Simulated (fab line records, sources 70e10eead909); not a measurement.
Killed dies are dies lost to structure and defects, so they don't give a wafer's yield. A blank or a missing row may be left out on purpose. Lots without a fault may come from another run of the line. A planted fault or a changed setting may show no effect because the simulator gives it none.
A struck lot beside a sound one | flow nand_harc | 13 steps out of a route of 1159
Sound: wafers L608.2, L608.5, L608.6. Struck: wafer L619.3. (L619.1, L619.2 of the same lot were not struck and are left out.) The cause comes at the end.
At each step with rows: each side's tool, then ch and its chambers, then its first start. Under that, the readings that differ: sound wafers | struck wafers | difference of the means | sigmas: that difference in standard deviations of wafers without a fault.
alike: readings whose means differ by less than 2 such deviations, and words and numbers that are the same on both sides. not compared: withheld readings, readings that some wafer has no value for, bounds like >300 that may hide the same value, and numbers for which the record gives no deviation and whose values overlap.
The two part at a step that has a row with sigmas, a row that says differs or no value, or rows on one side only. Numbers that don't overlap but have no deviation are shown without sigmas and don't part them. A reading that every wafer of one side lacks parts them only if that side has two wafers or more.

NHARC_A_SLIT_ETCH_29: etches the open film in CF4/O2, target depth 100 nm, overetch 10 nm, time 55 s.
  sound on rie_diel-02 ch 0,1, day 15 03:27; struck on rie_diel-02 ch 3, day 17 23:44
  reading              | sound             | struck | difference | sigmas
  cf4_flow_sccm (sccm) | 79.75 80.09 79.99 | 80.54  | +0.60      | +2
  alike: drypump_motor_current_A, mfc_ar_sccm, oes_product_au, rf_vpp_V, showerhead_plenum_p_Torr, throttle_valve_pct
  not compared: rf_hours_counter_h
NHARC_A_SLIT_STRIP_18: strips in O2.
  sound on rie_diel-02 ch 1,2,3; struck on rie_diel-02 ch 2
  reading      | sound          | struck | difference | sigmas
  rf_vpp_V (V) | 57.7 57.3 57.9 | 59.7   | +2.1       | +3
  alike: drypump_motor_current_A, mfc_ar_sccm, oes_product_au, showerhead_plenum_p_Torr, throttle_valve_pct
  not compared: rf_hours_counter_h
then, 2 steps without rows for these wafers: NHARC_A_SLIT_PRECLEAN_19 (cleans in SC1); NHARC_A_SLIT_SRD_20.
NHARC_A_SLIT_CD_MEAS_21:
  sound on cd_sem-01, day 15 03:59; struck on cd_sem-02, day 18 00:16
  alike: cd_nm
then, 3 steps without rows for these wafers: NHARC_A_SIN_REMOVE_WET_00 (chemistry H3PO4, time 15300 s); NHARC_A_SIN_REMOVE_PRECLEAN_01 (cleans in SC1); NHARC_A_SIN_REMOVE_SRD_02.
NHARC_A_SIN_REMOVE_INSPECT_04:
  sound on defect_inspect-02, day 15 11:22; struck on defect_inspect-02, day 19 11:46
  alike: raw_defect_count
NHARC_A_WL_FILL_ALD_00: deposits Al2O3, target thk 3 nm, pulse time 3 s, ald cycles 30.
  sound on ald_hk-02 ch 0,2,3, day 15 11:28; struck on ald_hk-03 ch 3, day 19 11:49
  alike: heater_power_w, precursor_pulse_height_rel
  not compared: ald_cycles
NHARC_A_WL_FILL_RTA_01: time 5 s.
  sound on rtp_anneal-02 ch 0, day 15 11:43; struck on rtp_anneal-02 ch 0, day 19 12:06
  alike: lamp_power_pct, lamp_zone_3_pct, wafer_temp_C_max
NHARC_A_WL_FILL_ALD_02: deposits TiN, target thk 2 nm, pulse time 3 s, ald cycles 100.
  sound on ald_metal-01 ch 0,2,3, day 15 11:58; struck on ald_metal-04 ch 2, day 19 12:21
  reading    | sound       | struck | difference | sigmas
  ald_cycles | 100 100 100 | 67     | -33        |
  alike: heater_power_w, precursor_pulse_height_rel
-- the record jumps here: 7 days lie between the struck wafers' starts before and after (it left off in module A_WL_FILL and takes up again in module END, whose first step shown is number 1159 of the route) --
NHARC_END_SORT_01:
  sound on prober-02 ch 0, day 21 05:02; struck on prober-01 ch 0, day 26 03:05
  alike: killed_at_array, killed_at_other, killed_at_periphery, killed_dies, killed_open, killed_short

WHERE THEY PART
First at NHARC_A_SLIT_ETCH_29; last, within this record, at NHARC_A_SLIT_STRIP_18. Later steps at which nothing parts them and some readings are alike: NHARC_A_SLIT_CD_MEAS_21, NHARC_A_SIN_REMOVE_INSPECT_04, NHARC_A_WL_FILL_ALD_00, NHARC_A_WL_FILL_RTA_01, NHARC_A_WL_FILL_ALD_02, NHARC_END_SORT_01.

WHY: what the simulator had put in
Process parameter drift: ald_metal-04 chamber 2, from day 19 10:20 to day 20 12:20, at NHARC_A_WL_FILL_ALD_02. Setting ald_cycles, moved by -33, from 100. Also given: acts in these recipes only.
